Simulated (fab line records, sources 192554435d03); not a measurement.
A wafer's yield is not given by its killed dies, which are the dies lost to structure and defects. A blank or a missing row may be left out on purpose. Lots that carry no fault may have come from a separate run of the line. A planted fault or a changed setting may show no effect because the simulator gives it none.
A lot that was struck, set against a sound lot -- flow n5-finfet -- 16 steps out of a route of 1938
Sound: these wafers, L901.1, L901.2, L901.3. Wafers struck: L902.1, L902.5, L902.6. Last of all comes the cause.
For every step that has rows: the tool of each side, followed by ch and its chambers, followed by its first start. Under that, the readings that differ: sound wafers -- struck wafers -- difference of the means -- sigmas: that difference in standard deviations of wafers without a fault.
alike: a reading whose means differ by less than 2 such deviations, as well as words and numbers matching on both sides. not compared: withheld readings; readings where some wafer has no value; bounds like >300 that might hide an equal value; numbers whose values overlap and for which the record gives no deviation.
A row with sigmas, a row that says differs or no value, or rows on one side alone: a step with any of these is where the two part. When numbers do not overlap yet have no deviation, they are printed without sigmas and do not part them. Lack of a reading on every wafer of one side parts them only where that side has two or more wafers.

N5_BEOL_M0_SAQP_RECESS_104: chemistry HF/NH3, target SiO2, target depth 18 nm, afs cycles 3, sublimation time 60 s.
  sound on vapor-etch-01 ch 0,1, day 6 18:43; struck on vapor-etch-02 ch 0,1, day 6 22:44
  alike: drypump-motor-current-A
then, 1 step without rows for these wafers: N5_BEOL_M0_SAQP_COAT_105 (time 60 s, resist thk 100 nm).
N5_BEOL_M0_SAQP_ETCH_106: etches SOC in N2/H2, stops on SiNx, target depth 150 nm.
  sound on rie-diel-02 ch 1,2,3, day 6 19:11; struck on rie-diel-01 ch 0,2,3, day 6 23:11
  alike: chamber-pressure-mTorr, drypump-motor-current-A, oes-product-au, rf-vpp-V, showerhead-plenum-p-Torr, throttle-valve-pct
  not compared: rf-hours-counter-h
N5_BEOL_M0_SAQP_ETCH_107: etches SiNx in CH3F/O2, target depth 30 nm.
  sound on rie-diel-02 ch 1,2,3, day 6 19:15; struck on rie-diel-01 ch 0,2,3, day 6 23:15
  alike: chamber-pressure-mTorr, drypump-motor-current-A, mfc-ar-sccm, oes_ar_750_au, oes-product-au, rf-vpp-V, showerhead-plenum-p-Torr, throttle-valve-pct
  not compared: rf-hours-counter-h
then, 2 steps without rows for these wafers: N5_BEOL_M0_SAQP_STRIP_108 (strips in N2/H2); N5_BEOL_M0_SAQP_RECESS_109 (chemistry HF/NH3, target SiO2, target depth 3 nm, afs cycles 1, sublimation time 60 s).
N5_BEOL_M0_SAQP_SPACER2_ALD_26: deposits SiO2, target thk 15 nm, pulse time 1 s, purge time 2 s.
  sound on ald-sin-01 ch 0,1,2, day 6 19:30; struck on ald-sin-02 ch 0,1,3, day 6 23:36
  alike: heater-power-w, precursor-pulse-height-rel
  not compared: since-wet-clean-h
N5_BEOL_M0_SAQP_SPACER2_ETCHBACK_27: etches SiO2 in CHF3/O2, target depth 22.5 nm, time 11.25 s.
  sound on rie-diel-01 ch 0,1,2, day 6 20:03; struck on rie-diel-02 ch 0,1,2, day 7 00:09
  alike: chamber-pressure-mTorr, drypump-motor-current-A, mfc-ar-sccm, oes_ar_750_au, oes-product-au, rf-vpp-V, showerhead-plenum-p-Torr, throttle-valve-pct
  not compared: rf-hours-counter-h
then, 1 step without rows for these wafers: N5_BEOL_M0_SAQP_MANDREL2_REMOVE_110 (chemistry HBr/Cl2/O2, target a-Si, stops on SiCN, bt time 10 s).
N5_BEOL_M0_SAQP_CD_MEAS_29: the cd target is 14.4 nm.
  sound on cd-sem-01 ch 0, day 6 20:14; struck on cd-sem-03 ch 0, day 7 00:21
  alike: cd-nm
then, 2 steps without rows for these wafers: N5_BEOL_M0_SAQP_COAT_69 (time 60 s, resist thk 90 nm); N5_BEOL_M0_SAQP_COAT_72 (time 60 s, resist thk 15 nm).
N5_BEOL_M0_SAQP_COAT_87: time 60 s, resist thk 5 nm.
  sound on litho-track-02 ch 0, day 6 20:17; struck on litho-track-02 ch 0, day 7 00:23
reading,sound,struck,difference,sigmas
heater-power-total-W (W),391.6 391.1 390.2,424.3 429.2 424.0,+34.9,+25
plate-temp-C (C),205.30 205.00 205.10,219.60 219.54 219.51,+14.42,+80
then, 1 step without rows for these wafers: N5_BEOL_M0_SAQP_COAT_34 (resist thk 30 nm).
-- a jump in the record: the struck wafers' starts before and after are 3 days apart (it breaks off in module BEOL_M0_SAQP and resumes in module BEOL_M4, where the first step shown is number 1111 of the route) --
N5_BEOL_M4_RC_MEAS_101:
  sound on prober-02 ch 0, day 9 03:44; struck on prober-02 ch 0, day 9 16:08
  alike: DIBL_N, DIBL_P, IOFF_N, IOFF_P, ION_N, ION_P, SS_N, SS_P, VT_N, VT_P
N5_PASSIVATION_PROBE_49:
  sound wafers here have rows in the record (prober-01, day 13 04:16); struck ones have none

WHERE THEY PART
Earliest at N5_BEOL_M0_SAQP_COAT_87; latest, in this record, at N5_PASSIVATION_PROBE_49.

WHY: whatever the simulator had introduced
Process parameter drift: litho-track-02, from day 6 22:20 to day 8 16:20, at N5_BEOL_M0_SAQP_COAT_87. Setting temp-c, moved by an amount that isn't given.
